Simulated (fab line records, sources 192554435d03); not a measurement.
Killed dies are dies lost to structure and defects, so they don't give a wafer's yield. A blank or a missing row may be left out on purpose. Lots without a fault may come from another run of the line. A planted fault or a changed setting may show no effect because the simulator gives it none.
fab line records | flow n5_finfet
record lots=5 wafers=15 last_day=16
route steps=1938 shown STI_FIN_REVEAL@203 DUMMY_GATE@212 BEOL_M4@1111 PASSIVATION@1936
lots that met no fault: from a run of the same line without faults
start_h: hours from the record's first day to the start of the lot's first wafer shown | wait_h: hours since the lot's step before | " the same as in the row above | L1.1+2: a row that stands for several wafers | - no value, or no start given | * or withheld: withheld | < > ~ a bound
route shown NAME@n: a module of which the file shows steps, and the number in the route of the first | usual: mean/standard deviation of fault-free wafers | same: alike in all rows | chamber/n: place in a boat | sites: the reading at each site | _std_site: their standard deviation | _edge_site: outer sites' mean less inner sites' | radius_mm: how far each site lies from the wafer's centre | mask NAME#n: copy n | behind: the tool/chamber that last shaped the wafer | hold: why the lot was held/for how many hours/how that ended | device: the transistor (n, p or np) that didn't switch | end of line: the same wafers' tests at the end of the route | a step without rows: its recipe alone | killed: dies lost to structure and defects at the first sort, not the wafer's yield | map: a wafer's dies, x killed, . not, _ none there
set.NAME: the setting as run; set.NAME@STEP: as run at that earlier step | model.NAME: the simulator's own value behind a step, which no gauge read
lots at some steps of the route; a table a step, a row a wafer
services: from which hour (start_h, from the record's first day; less than 0 if before it) a tool's chamber was out of use, for how many hours, and why
## steps
# step N5_STI_FIN_REVEAL_SRD_21
# recipe dry=ipa_marangoni time_s=30 temp_c=23 rinse_liquid=diw
# step N5_STI_FIN_REVEAL_OXIDATION_33
# recipe chemistry=O2_PLASMA_REMOTE temp_c=150 time_s=20 pressure_mtorr=1000 source_power_w=2000 o2_flow_sccm=3000
# step N5_STI_FIN_REVEAL_CLEAN_19
# recipe chemistry=O3/DIW temp_c=25 time_s=120 o3_ppm=10
# step N5_STI_FIN_REVEAL_SRD_23
# recipe dry=ipa_marangoni time_s=30 temp_c=23 rinse_liquid=diw
# step N5_STI_FIN_REVEAL_PRECLEAN_18
# recipe chemistry=SC2 time_s=45 temp_c=35 mix=1:1:50
# step N5_STI_FIN_REVEAL_SRD_28
# recipe dry=ipa_marangoni time_s=30 temp_c=23 rinse_liquid=diw
# step N5_DUMMY_GATE_PRECLEAN_00
# recipe chemistry=O3/DIW time_s=60 temp_c=22 o3_ppm=10
# step N5_DUMMY_GATE_SRD_01
# recipe time_s=30 temp_c=23 rinse_liquid=diw dry=ipa_marangoni
# step N5_DUMMY_GATE_ALD_02
# recipe material=SiO2 target_thk_a=20 temp_c=300 ald_precursor_family=BDEAS ald_co_reactant=O2-plasma pulse_time_s=1 pressure_torr=2
# step N5_DUMMY_GATE_CVD_03
# recipe material=a-Si target_thk_a=1500 temp_c=530 precursor=SiH4 time_s=8042
# usual spike_tc_bottom_C=556.0/2.8 spike_tc_centre_C=529.7/0.76 zone_power_bottom_pct=9.87/0.087
# columns lot.wafer tool chamber start_h wait_h spike_tc_bottom_C spike_tc_centre_C zone_power_bottom_pct
L289.2 lpcvd-01 1/45 61.52 0.1 - - -
L289.4 " 1/54 " " - - -
L289.5 " 1/59 " " - - -
L290.2 lpcvd-01 0/70 68.05 0.1 - - -
L290.4 " 0/79 " " - - -
L290.5 " 0/84 " " - - -
L291.2 lpcvd-01 1/70 74.20 0.1 - - -
L291.4 " 1/79 " " - - -
L291.6 " 1/89 " " - - -
L297.2 lpcvd-02 1/70 110.21 0.1 557.2 529.1 9.74
L297.5 " 1/84 " " 557.2 529.1 9.74
L297.6 " 1/89 " " 557.2 529.1 9.74
L306.2 lpcvd-01 1/45 163.54 0.1 558.2 528.6 9.96
L306.5 " 1/59 " " 558.2 528.6 9.96
L306.6 " 1/64 " " 558.2 528.6 9.96
# step N5_DUMMY_GATE_PRECLEAN_46
# recipe chemistry=DIW time_s=89.5 temp_c=23
# step N5_DUMMY_GATE_SRD_47
# recipe dry_time_s=32 dry=n2_spin spin_rpm=1500
# step N5_DUMMY_GATE_CMP_04
# recipe material=a-Si post_cmp_clean=alkaline_brush
# step N5_DUMMY_GATE_THK_MEAS_05
# usual thk_nm=72.4/1.2
# columns lot.wafer tool chamber start_h wait_h thk_nm
L289.2 film_metro-01 - 67.42 0.2 2.0
L289.4 " - " " 2.0
L289.5 " - " " 2.0
L290.2 film_metro-02 - 73.87 0.2 2.0
L290.4 " - " " 1.9
L290.5 " - " " 2.0
L291.2 film_metro-02 - 80.01 0.2 2.1
L291.4 " - " " 2.0
L291.6 " - " " 2.0
L297.2 film_metro-02 - 114.30 0.2 74.1
L297.5 " - " " 73.6
L297.6 " - " " 72.2
L306.2 film_metro-01 - 167.53 0.2 72.9
L306.5 " - " " 71.9
L306.6 " - " " 73.8
# step N5_DUMMY_GATE_HM_DEP_06
# recipe material=SiNx target_thk_a=800 precursor=DCS/NH3 temp_c=700 pressure_mtorr=300 time_s=5141
# step N5_DUMMY_GATE_PECVD_30
# recipe material=SiO2 target_thk_a=550 temp_c=400 precursor=TEOS/O2 pressure_torr=6.5 rf_w=withheld teos_flow_sccm=withheld gas=O2 flow_sccm=2650 time_s=10.8
# step N5_DUMMY_GATE_COAT_34
# recipe resist=SOC temp_c=250 time_s=60 spin_rpm=1500 resist_thk_nm=60
# step N5_DUMMY_GATE_COAT_35
# recipe resist=SiARC temp_c=220 time_s=60 spin_rpm=1500 resist_thk_nm=10
# step N5_DUMMY_GATE_COAT_28
# recipe resist=underlayer temp_c=205 time_s=60 spin_rpm=1500 resist_thk_nm=10
# step N5_DUMMY_GATE_COAT_09
# recipe resist=CAR-EUV spin_rpm=1500 resist_thk_nm=30
# step N5_DUMMY_GATE_EBR_11
# recipe solvent=PGMEA ebr_width_mm=1.5
# step N5_DUMMY_GATE_SOFTBAKE_10
# recipe temp_c=110 time_s=60 resist=CAR-EUV
# step N5_DUMMY_GATE_EXPOSE_12
# recipe mask_id=GATE na=0.33 source_shape=annular sigma_inner=0.2 sigma_outer=0.6 polarization=unpolarized target_cd_nm=25 dose_mj=34
# step N5_DUMMY_GATE_PEB_13
# recipe peb_temp_c=100 peb_time_s=60 resist=CAR-EUV
# step N5_DUMMY_GATE_DEVELOP_14
# recipe develop_time_s=30 developer=TMAH resist=CAR-EUV rinse_liquid=surfactant_rinse dry=air_spin dev_temp_c=23
# step N5_DUMMY_GATE_DESCUM_20
# recipe chemistry=O2 time_s=6.2 source_power_w=50 bias_power_w=20 pressure_mtorr=20 rf_frequency_hz=2.712e+07 temp_c=40 resist=CAR-EUV o2_flow_sccm=225
# step N5_DUMMY_GATE_ETCH_29
# recipe chemistry=N2/H2 target=underlayer target_depth_a=130 ion_energy_ev=200 pressure_mtorr=30 source_w=840 bias_w=150 n2_flow_sccm=200 h2_flow_sccm=200
# step N5_DUMMY_GATE_ETCH_36
# recipe chemistry=CF4 target=SiARC target_depth_a=130 pressure_mtorr=40 source_w=545 bias_w=36 Ar_flow_sccm=100 cf4_flow_sccm=100 ion_energy_ev=80
# step N5_DUMMY_GATE_ETCH_37
# recipe chemistry=N2/H2 target=SOC target_depth_a=600 overetch_a=300 temp_c=40 ion_energy_ev=200 pressure_mtorr=30 source_w=840 bias_w=150 n2_flow_sccm=200 h2_flow_sccm=200
# step N5_DUMMY_GATE_STRIP_38
# recipe chemistry=N2/H2 temp_c=40 n2_flow_sccm=200 h2_flow_sccm=200 rf_frequency_hz=6e+07
# step N5_DUMMY_GATE_STRIP_39
# recipe chemistry=N2/H2 temp_c=40 n2_flow_sccm=200 h2_flow_sccm=200 rf_frequency_hz=6e+07
# step N5_DUMMY_GATE_TRIM_49
# recipe chemistry=O2 resist=SOC time_s=29 target_cd_nm=14 source_power_w=300 bias_power_w=0 O2_flow_sccm=100 temp_c=20
# step N5_DUMMY_GATE_STRIP_40
# recipe chemistry=CF4 resist=SiARC power_w=300 bias_power_w=75 pressure_mtorr=50 cf4_flow_sccm=150 rf_frequency_hz=6e+07
# step N5_DUMMY_GATE_ETCH_31
# recipe chemistry=C4F6/O2 target=SiO2 mask_material=SOC target_depth_a=825 time_s=27.5 ion_energy_ev=250 pressure_mtorr=30 source_w=345 bias_w=185 Ar_flow_sccm=300 C4F6_flow_sccm=10 O2_flow_sccm=10
# step N5_DUMMY_GATE_STRIP_41
# recipe chemistry=O2 power_w=400 temp_c=40 pressure_mtorr=30 rf_frequency_hz=6e+07 bias_power_w=0 overash_fraction=0.3 o2_flow_sccm=225
# step N5_DUMMY_GATE_ETCH_44
# recipe chemistry=HBr/O2 over_etch_frac=0.7 target_depth_a=1275 stop_on=SiO2 ion_energy_ev=60 bias_w=20 target=poly-Si mask_material=SiO2 pressure_mtorr=20 icp_w=400 HBr_flow_sccm=120 O2_flow_sccm=10
# usual drypump_motor_current_A=5.6/0.45 oes_product_au=0.726/0.015 throttle_valve_pct=18.37/0.24
# columns lot.wafer tool chamber start_h wait_h drypump_motor_current_A oes_product_au rf_hours_counter_h throttle_valve_pct model.DUMMY_GATE.feature_depth_nm model.etch.depth_nm
L289.2 rie_si-01 3 72.60 0.0 6.5 0.705 0 18.13 74.4 73.31
L289.4 " 1 " " 5.1 0.753 102 18.41 76 74.99
L289.5 " 3 " " 6.5 0.714 - 18.14 75 74
L290.2 rie_si-01 0 79.58 0.0 6.1 0.750 7 18.13 75 74.01
L290.4 " 1 " " 5.1 0.747 - 18.40 76.4 75.28
L290.5 " 0 " " 6.1 0.758 - 18.14 75.2 74.25
L291.2 rie_si-04 2 87.25 0.0 5.1 0.743 128 18.45 75.8 74.66
L291.4 " 0 " " 5.8 0.732 5 18.55 76.2 75.2
L291.6 " 3 " " 5.1 0.713 - 18.08 75.2 74.06
L297.2 rie_si-01 3 119.67 0.0 6.5 0.715 1 18.14 74.2 74.15
L297.5 " 3 " " 6.5 0.710 - 18.14 73.6 73.62
L297.6 " 2 " " 4.8 0.751 - 18.49 72.2 72.22
L306.2 rie_si-02 2 172.89 0.0 5.4 0.726 62 18.08 72.8 72.83
L306.5 " 3 " " 5.5 0.727 - 18.28 71.8 71.86
L306.6 " 0 " " 5.8 0.725 - 18.72 73.8 73.77
# step N5_DUMMY_GATE_CD_MEAS_24
# recipe target_cd_nm=15
# usual cd_nm=15.0/0.51
# columns lot.wafer tool chamber start_h wait_h cd_nm
L289.2 cd_sem-03 - 72.71 0.1 -
L289.4 " - " " -
L289.5 " - " " -
L290.2 cd_sem-02 - 79.69 0.1 -
L290.4 " - " " -
L290.5 " - " " -
L291.2 cd_sem-03 - 87.37 0.1 -
L291.4 " - " " -
L291.6 " - " " -
L297.2 cd_sem-01 - 119.78 0.1 15.4
L297.5 " - " " 15.9
L297.6 " - " " 15.5
L306.2 cd_sem-02 - 173.00 0.1 14.9
L306.5 " - " " 14.4
L306.6 " - " " 15.5
# step N5_BEOL_M4_RC_MEAS_101
# usual DIBL_N=36.8/2.2 DIBL_P=37.0/2.8 IOFF_N=0.18/0.043 IOFF_P=0.23/0.05 ION_N=680/14 ION_P=466/9.1 SS_N=71.7/0.74 SS_P=73.5/0.79 VT_N=248/4 VT_P=-249/4.1
# columns lot.wafer tool chamber start_h wait_h DIBL_N[mV/V] DIBL_P[mV/V] IOFF_N[nA/um] IOFF_P[nA/um] ION_N[uA/um] ION_P[uA/um] SS_N[mV/dec] SS_P[mV/dec] VT_N[mV] VT_P[mV]
L297.2 prober-01 0 238.19 0.2 40.5 39.2 0.29 0.30 709 470 73.3 73.4 243 -247
L297.5 " 0 " " 34.3 31.9 0.13 0.17 668 459 70.6 71.5 254 -252
L297.6 " 0 " " 38.1 36.7 0.22 0.25 704 475 72.0 73.3 244 -248
L306.2 prober-01 0 291.65 0.2 38.2 36.8 0.20 0.21 685 460 73.4 73.5 249 -253
L306.5 " 0 " " 39.9 39.7 0.23 0.27 689 469 73.1 74.4 244 -247
L306.6 " 0 " " 35.9 35.6 0.16 0.20 680 461 71.6 73.0 252 -253
# step N5_PASSIVATION_PROBE_49
# usual defect_limited_yield=91.4/1.5 killed_at_M0_to_M3=36/11 killed_at_M4_up=14/6 killed_at_contacts=11/6 killed_at_front_end=37/11 killed_at_other=4/3.4 killed_dies=102/18 killed_on_rim=13/3.5 killed_open=66/13 killed_short=34/7.8 sort_bin_4_leakage=0.00/0.017 sort_bin_5_function=5.0/0.97 sort_bin_6_memory=3.2/0.7 sort_n_pass=1078/19 sort_yield_pct=91.3/1.6
# same gross_dies=1180 killed_at_back_side=0 sort_bin_8_speed[%]=0
# columns lot.wafer tool chamber start_h wait_h defect_limited_yield[%] killed_at_M0_to_M3 killed_at_M4_up killed_at_contacts killed_at_front_end killed_at_other killed_dies killed_on_rim killed_open killed_short sort_bin_4_leakage[%] sort_bin_5_function[%] sort_bin_6_memory[%] sort_n_pass sort_yield_pct[%]
L289.2 prober-01 - 307.66 0.1 0 5 3 3 1168 1 1180 152 14 5 0 72.5 2.5 0 0
L289.4 prober-01 - 307.76 0.2 0 3 3 3 1168 3 1180 152 20 5 0 75.0 3.1 0 0
L289.5 prober-01 - 307.81 0.2 0 7 5 2 1165 1 1180 152 17 8 0 72.8 2.9 0 0
L290.2 prober-01 - 309.54 0.1 0 12 1 3 1162 2 1180 152 15 6 0 73.6 3.1 0 0
L290.4 prober-01 - 309.64 0.2 0 8 0 0 1172 0 1180 152 8 3 0 73.0 4.0 0 0
L290.5 prober-01 - 309.69 0.2 0 2 0 2 1174 2 1180 152 5 4 0 73.8 4.2 0 0
L291.2 prober-02 - 313.25 0.1 0 4 2 7 1167 0 1180 152 15 9 0 75.3 2.3 0 0
L291.4 prober-02 - 313.35 0.2 0 9 6 2 1162 1 1180 152 22 14 0 72.7 3.6 0 0
L291.6 prober-02 - 313.45 0.3 0 14 7 5 1153 1 1180 152 26 11 0 73.1 3.0 0 0
L297.2 prober-02 - 344.68 0.8 91.5 40 13 13 31 3 100 11 53 46 0.08 5.0 3.4 1079 91.4
L297.5 prober-02 - 344.83 1.0 93.4 37 10 7 23 1 78 8 47 30 0 3.4 3.0 1102 93.4
L297.6 prober-02 - 344.88 1.0 91.0 35 21 15 32 3 106 16 62 41 0 4.9 3.9 1074 91.0
L306.2 prober-01 - 395.12 0.1 91.5 21 9 23 45 2 100 13 68 31 0 4.8 3.4 1080 91.5
L306.5 prober-01 - 395.27 0.2 92.4 18 20 18 34 0 90 6 59 29 0 4.3 3.1 1090 92.4
L306.6 prober-01 - 395.32 0.3 88.1 49 17 13 60 1 140 12 88 47 0 7.2 4.4 1040 88.1
# killed by level:class
L289.2 DUMMY_GATE:lost_pattern=1155 DUMMY_GATE:area_cvd=6 FIN_SAQP:geometric_particle:open=2 MOL_CONTACT_COAG:geometric_particle:open=2 BEOL_M2:geometric_particle:open=2 BEOL_M3:geometric_particle:open=2 FIN_SAQP:geometric_particle:short=1 STI_FIN_REVEAL:geometric_particle:open=1
L289.4 DUMMY_GATE:lost_pattern=1149 FIN_SAQP:geometric_particle:open=8 DUMMY_GATE:area_cvd=6 FIN_SAQP:geometric_particle:short=3 MOL_CONTACT_COAG:geometric_particle:open=3 BEOL_M4:geometric_particle:open=2 ILD0:geometric_particle:open=1 BEOL_M0_SAQP:geometric_particle:open=1
L289.5 DUMMY_GATE:lost_pattern=1152 FIN_SAQP:geometric_particle:open=3 BEOL_M1:geometric_particle:open=3 DUMMY_GATE:area_cvd=3 DUMMY_GATE:geometric_particle:short=2 MOL_CONTACT_COAG:geometric_particle:open=2 BEOL_M0_SAQP:geometric_particle:open=2 STI_FIN_REVEAL:geometric_particle:short=1
L290.2 DUMMY_GATE:lost_pattern=1156 BEOL_M0_SAQP:geometric_particle:short=4 MOL_CONTACT_COAG:geometric_particle:open=3 BEOL_M0_SAQP:geometric_particle:open=3 BEOL_M2:geometric_particle:open=3 DUMMY_GATE:area_cvd=3 FIN_SAQP:geometric_particle:short=1 DUMMY_GATE:geometric_particle:open=1
L290.4 DUMMY_GATE:lost_pattern=1163 DUMMY_GATE:area_cvd=6 BEOL_M1:geometric_particle:open=3 BEOL_M0_SAQP:geometric_particle:open=2 BEOL_M0_SAQP:geometric_particle:short=2 FIN_SAQP:geometric_particle:open=1 DUMMY_GATE:geometric_particle:open=1 DUMMY_GATE:geometric_particle:short=1
L290.5 DUMMY_GATE:lost_pattern=1167 DUMMY_GATE:area_cvd=4 GATE_CUT:geometric_particle:short=2 DUMMY_GATE:geometric_particle:open=1 MOL_CONTACT_COAG:geometric_particle:open=1 MOL_CONTACT_COAG:geometric_particle:short=1 BEOL_M2:geometric_particle:open=1 BEOL_M3:geometric_particle:open=1
L291.2 DUMMY_GATE:lost_pattern=1152 MOL_CONTACT_COAG:geometric_particle:open=6 FIN_SAQP:geometric_particle:short=4 DUMMY_GATE:area_cvd=4 FIN_SAQP:geometric_particle:open=3 BEOL_M0_SAQP:geometric_particle:short=2 STI_FIN_REVEAL:geometric_particle:open=1 ILD0:geometric_particle:open=1
L291.4 DUMMY_GATE:lost_pattern=1139 FIN_SAQP:geometric_particle:short=8 FIN_SAQP:geometric_particle:open=7 DUMMY_GATE:area_cvd=5 BEOL_M4:geometric_particle:open=4 BEOL_M0_SAQP:geometric_particle:short=3 MOL_CONTACT_COAG:geometric_particle:open=2 BEOL_M0_SAQP:geometric_particle:open=2
L291.6 DUMMY_GATE:lost_pattern=1135 DUMMY_GATE:area_cvd=8 FIN_SAQP:geometric_particle:open=7 BEOL_M0_SAQP:geometric_particle:open=5 MOL_CONTACT_COAG:geometric_particle:open=4 BEOL_M0_SAQP:geometric_particle:short=4 BEOL_M4:geometric_particle:open=3 BEOL_M3:geometric_particle:short=2
L297.2 BEOL_M0_SAQP:geometric_particle:short=10 MOL_CONTACT_COAG:geometric_particle:open=9 BEOL_M3:geometric_particle:short=9 GATE_CUT:geometric_particle:short=7 BEOL_M3:geometric_particle:open=7 BEOL_M4:geometric_particle:open=7 FIN_SAQP:geometric_particle:open=6 BEOL_M0_SAQP:geometric_particle:open=6
L297.5 BEOL_M3:geometric_particle:open=10 BEOL_M0_SAQP:geometric_particle:open=9 BEOL_M0_SAQP:geometric_particle:short=8 FIN_SAQP:geometric_particle:short=7 MOL_CONTACT_COAG:geometric_particle:open=6 DUMMY_GATE:geometric_particle:open=3 GATE_CUT:geometric_particle:short=3 BEOL_M1:geometric_particle:open=3
L297.6 BEOL_M0_SAQP:geometric_particle:short=12 BEOL_M0_SAQP:geometric_particle:open=10 MOL_CONTACT_COAG:geometric_particle:open=8 BEOL_M4:geometric_particle:open=7 FIN_SAQP:geometric_particle:open=6 FIN_SAQP:geometric_particle:short=6 MOL_CONTACT_COAG:geometric_particle:short=6 DUMMY_GATE:geometric_particle:open=5
L306.2 MOL_CONTACT_COAG:geometric_particle:open=18 STI_FIN_REVEAL:geometric_particle:open=15 BEOL_M0_SAQP:geometric_particle:short=9 DUMMY_GATE:geometric_particle:open=7 FIN_SAQP:geometric_particle:short=6 MOL_CONTACT_COAG:geometric_particle:short=5 BEOL_M0_SAQP:geometric_particle:open=4 BEOL_M2:geometric_particle:open=4
L306.5 MOL_CONTACT_COAG:geometric_particle:open=12 BEOL_M2:geometric_particle:open=7 BEOL_M4:geometric_particle:open=7 MOL_CONTACT_COAG:geometric_particle:short=6 BEOL_M3:geometric_particle:open=6 FIN_SAQP:geometric_particle:short=5 STI_FIN_REVEAL:geometric_particle:open=5 STI_FIN_REVEAL:geometric_particle:short=4
L306.6 STI_FIN_REVEAL:geometric_particle:open=14 BEOL_M0_SAQP:geometric_particle:open=13 BEOL_M0_SAQP:geometric_particle:short=11 MOL_CONTACT_COAG:geometric_particle:open=9 DUMMY_GATE:geometric_particle:open=8 BEOL_M3:geometric_particle:open=8 FIN_SAQP:geometric_particle:open=6 FIN_SAQP:geometric_particle:short=6
# map L289.2 (x killed, . not)
_________________xxxxxxxxxxxx________________
______________xxxxxxxxxxxxxxxxxx_____________
___________xxxxxxxxxxxxxxxxxxxxxxxx__________
__________xxxxxxxxxxxxxxxxxxxxxxxxxx_________
________xxxxxxxxxxxxxxxxxxxxxxxxxxxxxx_______
_______xxxxxxxxxxxxxxxxxxxxxxxxxxxxxxxx______
______xxxxxxxxxxxxxxxxxxxxxxxxxxxxxxxxxx_____
_____xxxxxxxxxxxxxxxxxxxxxxxxxxxxxxxxxxxx____
____xxxxxxxxxxxxxxxxxxxxxxxxxxxxxxxxxxxxxx___
___xxxxxxxxxxxxxxxxxxxxxxxxxxxxxxxxxxxxxxxx__
___xxxxxxxxxxxxxxxxxxxxxxxxxxxxxxxxxxxxxxxx__
__xxxxxxxxxxxxxxxxxxxxxxxxxxxxxxxxxxxxxxxxxx_
__xxxxxxxxxxxxxxxxxxxxxxxxxxxxxxxxxxxxxxxxxx_
_xxxxxxxxxxxxxxxxxxxxxxxxxxxxxxxxxxxxxxxxxxxx
_xxxxxxxxxxxxxxxxxxxxxxxxxxxxxxxxxxxxxxxxxxxx
_xxxxxxxxxxxxxxxxxxxxxxxxxxxxxxxxxxxxxxxxxxxx
_xxxxxxxxxxxxxxxxxxxxxxxxxxxxxxxxxxxxxxxxxxxx
_xxxxxxxxxxxxxxxxxxxxxxxxxxxxxxxxxxxxxxxxxxxx
_xxxxxxxxxxxxxxxxxxxxxxxxxxxxxxxxxxxxxxxxxxxx
_xxxxxxxxxxxxxxxxxxxxxxxxxxxxxxxxxxxxxxxxxxxx
_xxxxxxxxxxxxxxxxxxxxxxxxxxxxxxxxxxxxxxxxxxxx
__xxxxxxxxxxxxxxxxxxxxxxxxxxxxxxxxxxxxxxxxxx_
__xxxxxxxxxxxxxxxxxxxxxxxxxxxxxxxxxxxxxxxxxx_
___xxxxxxxxxxxxxxxxxxxxxxxxxxxxxxxxxxxxxxxx__
___xxxxxxxxxxxxxxxxxxxxxxxxxxxxxxxxxxxxxxxx__
____xxxxxxxxxxxxxxxxxxxxxxxxxxxxxxxxxxxxxx___
_____xxxxxxxxxxxxxxxxxxxxxxxxxxxxxxxxxxxx____
______xxxxxxxxxxxxxxxxxxxxxxxxxxxxxxxxxx_____
_______xxxxxxxxxxxxxxxxxxxxxxxxxxxxxxxx______
________xxxxxxxxxxxxxxxxxxxxxxxxxxxxxx_______
__________xxxxxxxxxxxxxxxxxxxxxxxxxx_________
___________xxxxxxxxxxxxxxxxxxxxxxxx__________
______________xxxxxxxxxxxxxxxxxx_____________
_________________xxxxxxxxxxxx________________
# map L290.2 (x killed, . not)
_________________xxxxxxxxxxxx________________
______________xxxxxxxxxxxxxxxxxx_____________
___________xxxxxxxxxxxxxxxxxxxxxxxx__________
__________xxxxxxxxxxxxxxxxxxxxxxxxxx_________
________xxxxxxxxxxxxxxxxxxxxxxxxxxxxxx_______
_______xxxxxxxxxxxxxxxxxxxxxxxxxxxxxxxx______
______xxxxxxxxxxxxxxxxxxxxxxxxxxxxxxxxxx_____
_____xxxxxxxxxxxxxxxxxxxxxxxxxxxxxxxxxxxx____
____xxxxxxxxxxxxxxxxxxxxxxxxxxxxxxxxxxxxxx___
___xxxxxxxxxxxxxxxxxxxxxxxxxxxxxxxxxxxxxxxx__
___xxxxxxxxxxxxxxxxxxxxxxxxxxxxxxxxxxxxxxxx__
__xxxxxxxxxxxxxxxxxxxxxxxxxxxxxxxxxxxxxxxxxx_
__xxxxxxxxxxxxxxxxxxxxxxxxxxxxxxxxxxxxxxxxxx_
_xxxxxxxxxxxxxxxxxxxxxxxxxxxxxxxxxxxxxxxxxxxx
_xxxxxxxxxxxxxxxxxxxxxxxxxxxxxxxxxxxxxxxxxxxx
_xxxxxxxxxxxxxxxxxxxxxxxxxxxxxxxxxxxxxxxxxxxx
_xxxxxxxxxxxxxxxxxxxxxxxxxxxxxxxxxxxxxxxxxxxx
_xxxxxxxxxxxxxxxxxxxxxxxxxxxxxxxxxxxxxxxxxxxx
_xxxxxxxxxxxxxxxxxxxxxxxxxxxxxxxxxxxxxxxxxxxx
_xxxxxxxxxxxxxxxxxxxxxxxxxxxxxxxxxxxxxxxxxxxx
_xxxxxxxxxxxxxxxxxxxxxxxxxxxxxxxxxxxxxxxxxxxx
__xxxxxxxxxxxxxxxxxxxxxxxxxxxxxxxxxxxxxxxxxx_
__xxxxxxxxxxxxxxxxxxxxxxxxxxxxxxxxxxxxxxxxxx_
___xxxxxxxxxxxxxxxxxxxxxxxxxxxxxxxxxxxxxxxx__
___xxxxxxxxxxxxxxxxxxxxxxxxxxxxxxxxxxxxxxxx__
____xxxxxxxxxxxxxxxxxxxxxxxxxxxxxxxxxxxxxx___
_____xxxxxxxxxxxxxxxxxxxxxxxxxxxxxxxxxxxx____
______xxxxxxxxxxxxxxxxxxxxxxxxxxxxxxxxxx_____
_______xxxxxxxxxxxxxxxxxxxxxxxxxxxxxxxx______
________xxxxxxxxxxxxxxxxxxxxxxxxxxxxxx_______
__________xxxxxxxxxxxxxxxxxxxxxxxxxx_________
___________xxxxxxxxxxxxxxxxxxxxxxxx__________
______________xxxxxxxxxxxxxxxxxx_____________
_________________xxxxxxxxxxxx________________
## services
# columns tool chamber start_h hours kind
rie_si-01 2 75.08 - clean
rie_si-01 2 75.08 15.5 scheduled_down
rie_si-01 2 75.08 15.5 vent_cycle
rie_si-02 2 119.16 18.9 repair
rie_si-01 1 129.08 2.1 repair
rie_si-01 - 144.24 2.8 pm
rie_si-04 0 145.61 4.8 repair
## key
first_sign step=N5_DUMMY_GATE_CVD_03 reading=tool_record direction=missing
effect step=N5_DUMMY_GATE_THK_MEAS_05 reading=thk_nm direction=down sigmas=57 usual=* struck=*
effect step=N5_DUMMY_GATE_CD_MEAS_24 reading=cd_nm direction=missing
effect step=N5_PASSIVATION_PROBE_49 reading=killed_at_front_end direction=up sigmas=99 usual=37 struck=1166
model_effect step=N5_DUMMY_GATE_ETCH_44 value=DUMMY_GATE.feature_depth_nm without=72.67 struck=75.47
met_at N5_DUMMY_GATE_CVD_03
struck_wafers L289.2,L289.4,L289.5,L290.2,L290.4,L290.5,L291.2,L291.4,L291.6
later_rows_left_out L289.2,L289.4,L289.5,L290.2,L290.4,L290.5,L291.2,L291.4,L291.6
fault kind=skipped_step_whole tool=lpcvd-01 chamber=- onset_h=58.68 steps=N5_DUMMY_GATE_CVD_03 scope=struck_lots_only
# later_rows_left_out: the simulator's readings of these wafers behind a module that went badly wrong aren't trusted and aren't shown, but for the sort
